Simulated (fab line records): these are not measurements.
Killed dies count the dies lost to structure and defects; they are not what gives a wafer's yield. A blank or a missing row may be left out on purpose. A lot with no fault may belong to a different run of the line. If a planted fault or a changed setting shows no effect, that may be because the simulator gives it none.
A lot that was struck, set against a sound lot / flow n5Finfet / 42 out of 1938 route steps
Sound: these wafers, L684.1, L684.3, L684.5. The struck wafers were L699.1, L699.3, L699.5. The cause is given at the end.
Per side, at each step with rows, come the tool, then ch with its chambers, and then its first start. Under that, the readings that differ: sound wafers / struck wafers / difference of the means / sigmas: that difference in standard deviations of wafers without a fault.
alike: a reading whose means differ by less than 2 such deviations, as well as words and numbers matching on both sides. not compared: withheld readings; readings where some wafer has no value; bounds like >300 that might hide an equal value; numbers whose values overlap and for which the record gives no deviation.
A row with sigmas, a row that says differs or no value, or rows on one side alone: a step with any of these is where the two part. Numbers that don't overlap but have no deviation are shown without sigmas and don't part them. Lack of a reading on every wafer of one side parts them only where that side has two or more wafers.

first, 7 steps without rows for these wafers: N5_BEOL_M7_ETCH_66 (etches SOC in N2/H2, target depth 80 nm, overetch 16 nm, time 120 s); N5_BEOL_M7_STRIP_69 (strips in N2/H2); N5_BEOL_M7_STRIP_73 (strips in N2/H2); N5_BEOL_M7_VIA_ETCH_34 (etches SiCOH lowk in C4F6/O2, target depth 125.5 nm, time 50.5 s); N5_BEOL_M7_STRIP_76 (strips in C4F6/O2); N5_BEOL_M7_STRIP_36 (strips in N2/H2); N5_BEOL_M7_TRENCH_ETCH_37 (etches SiCOH lowk in C4F6/O2, target depth 93.478 nm, time 31.2 s).
N5_BEOL_M7_ETCH_41: etches SiCN in CH3F/O2, target depth 31.9 nm, time 57.8 s.
  sound on rieDiel-03 ch 0,3; struck on rieDiel-02 ch 0,2,3
  alike: CH3F_flow_sccm, O2_flow_sccm, drypumpMotorCurrentA, oesProductAu, rfVppV, showerheadPlenumPTorr, throttleValvePct
  not compared: rfHoursCounterH
N5_BEOL_M7_STRIP_80: strips in N2/H2, time 10 s.
  sound on rieDiel-03 ch 0,3; struck on rieDiel-02 ch 0,2,3
  alike: drypumpMotorCurrentA, oesProductAu, rfVppV, showerheadPlenumPTorr, throttleValvePct
  not compared: rfHoursCounterH
N5_BEOL_M7_OCD_MEAS_38:
  sound on ocd-01, day 9 03:15; struck on ocd-02, day 12 22:34
  alike: trenchDepthNm
then, 2 steps without rows for these wafers: N5_BEOL_M7_HM_STRIP_39 (strips TiN in peroxide tin strip, target depth 25 nm, time 158 s); N5_BEOL_M7_SRD_40 (time 30 s).
N5_BEOL_M7_PRECLEAN_42: cleans in residue remover, time 60 s.
  sound on wetBench-05 ch 0,6,7, day 9 03:21; struck on wetBench-03 ch 2,5,7, day 12 22:40
then, 1 step without rows for these wafers: N5_BEOL_M7_SRD_43 (time 30 s).
N5_BEOL_M7_CD_MEAS_35: target cd 40 nm.
  sound on cdSem-03, day 9 03:24; struck on cdSem-01, day 12 22:43
  alike: cdNm
N5_BEOL_M7_CURE_75: cures SiCOH lowk, time 120 s.
  sound on uvCure-02 ch 0, day 9 03:27; struck on uvCure-03 ch 2, day 12 22:46
reading=wafer_temp_C_max; sound=373.5 374.0 373.4; struck=371.9 371.6 371.7; difference=-1.9; sigmas=-3
  alike: lampPowerPct
then, 1 step without rows for these wafers: N5_BEOL_M7_DEGAS_44 (time 60 s).
N5_BEOL_M7_PRE_CLEAN_45: time 30 s.
  sound on pvdSputter-03, day 9 04:58; struck on pvdSputter-03, day 12 23:16
  alike: heaterPowerW
then, 7 steps without rows for these wafers: N5_BEOL_M7_ALD_77 (deposits TaN, target thk 2 nm, pulse time 2 s, purge time 3 s); N5_BEOL_M7_SURFACE_TREAT_79; N5_BEOL_M7_CVD_78 (deposits Co from CCTBA/H2, target thk 2 nm, time 142.3 s); N5_BEOL_M7_SPUTTER_48 (material Cu, target thk 10 nm, time 1.667 s); N5_BEOL_M7_ECD_50 (material Cu, target thk 300 nm); N5_BEOL_M7_ANNEAL_51 (time 90 s); N5_BEOL_M7_CMP_52 (polishes, stops on SiCOH lowk, t overpolish 6.9 s, target thk 80 nm).
N5_BEOL_M7_THK_MEAS_53: measures by xrf.
  sound on filmMetro-01, day 9 06:34; struck on filmMetro-02, day 13 01:10
  alike: M7_THK
then, 2 steps without rows for these wafers: N5_BEOL_M7_PRE_CLEAN_55 (time 15 s); N5_BEOL_M7_DEP_56 (deposits SiCN from 3MS/NH3, target thk 10 nm, time 17.5 s).
N5_BEOL_M7_RS_MEAS_57: uses a four-point probe to measure.
  sound on filmMetro-02, day 9 06:42; struck on filmMetro-02, day 13 01:17
  alike: M7_RS
then, 2 steps without rows for these wafers: N5_BEOL_M8_ILD_DEP_00 (deposits SiCOH lowk from DEMS/porogen, target thk 179.75 nm, time 33.4 s); N5_BEOL_M8_CURE_74 (cures SiCOH lowk, time 240 s).
N5_BEOL_M8_THK_MEAS_01:
  sound on filmMetro-02, day 9 07:22; struck on filmMetro-01, day 13 01:56
  alike: M8_ILD_THK
N5_BEOL_M8_PECVD_70: deposits SiO2 from TEOS/O2, target thk 20 nm, time 22.7 s.
  sound on pecvd-03 ch 0,1,2, day 9 07:23; struck on pecvd-01 ch 0,2, day 13 01:58
  alike: heaterPowerOuterW, heaterPowerW, showerheadPlenumPTorr, throttleValvePct
then, 8 steps without rows for these wafers: N5_BEOL_M8_HM_DEP_02 (deposits TiN, target thk 20 nm); N5_BEOL_M8_COAT_59 (time 60 s, resist thk 100 nm); N5_BEOL_M8_COAT_60 (time 60 s, resist thk 35 nm); N5_BEOL_M8_COAT_05 (resist thk 90 nm); N5_BEOL_M8_EBR_07; N5_BEOL_M8_SOFTBAKE_06 (time 60 s); N5_BEOL_M8_EXPOSE_08 (exposes mask M8); N5_BEOL_M8_PEB_09 (peb time 60 s).
-- a jump in the record: the struck wafers' starts before and after are 3 days apart (it breaks off in module BEOL_M8 and resumes in module PASSIVATION, where the first step shown is number 1936 of the route) --
N5_PASSIVATION_PROBE_49:
  sound on prober-02, day 12 13:08; struck on prober-01, day 16 10:10
reading=defectLimitedYield (%); sound=92.9 94.6 93.6; struck=86.8 89.2 81.9; difference=-7.7; sigmas=-5
reading=killed_at_M4_up; sound=11 16 18; struck=89 60 126; difference=+77; sigmas=+15
reading=killedDies; sound=84 64 75; struck=156 127 213; difference=+91; sigmas=+5
reading=sort_bin_5_function (%); sound=4.4 2.6 3.8; struck=8.3 6.5 11.2; difference=+5.1; sigmas=+5
reading=sort_bin_6_memory (%); sound=2.5 2.5 2.1; struck=3.9 3.1 4.4; difference=+1.4; sigmas=+2
reading=sortNPass; sound=1096 1116 1105; struck=1024 1053 967; difference=-91; sigmas=-5
reading=sortYieldPct (%); sound=92.9 94.6 93.6; struck=86.8 89.2 81.9; difference=-7.7; sigmas=-5
  alike: killed_at_M0_to_M3, killedAtContacts, killedAtFrontEnd, killedAtOther, killedOpen, killedShort, sort_bin_4_leakage, sort_bin_8_speed

## WHERE THEY PART
Earliest at N5_BEOL_M7_CURE_75; latest, in this record, at N5_PASSIVATION_PROBE_49.

WHY: the cause the simulator had injected
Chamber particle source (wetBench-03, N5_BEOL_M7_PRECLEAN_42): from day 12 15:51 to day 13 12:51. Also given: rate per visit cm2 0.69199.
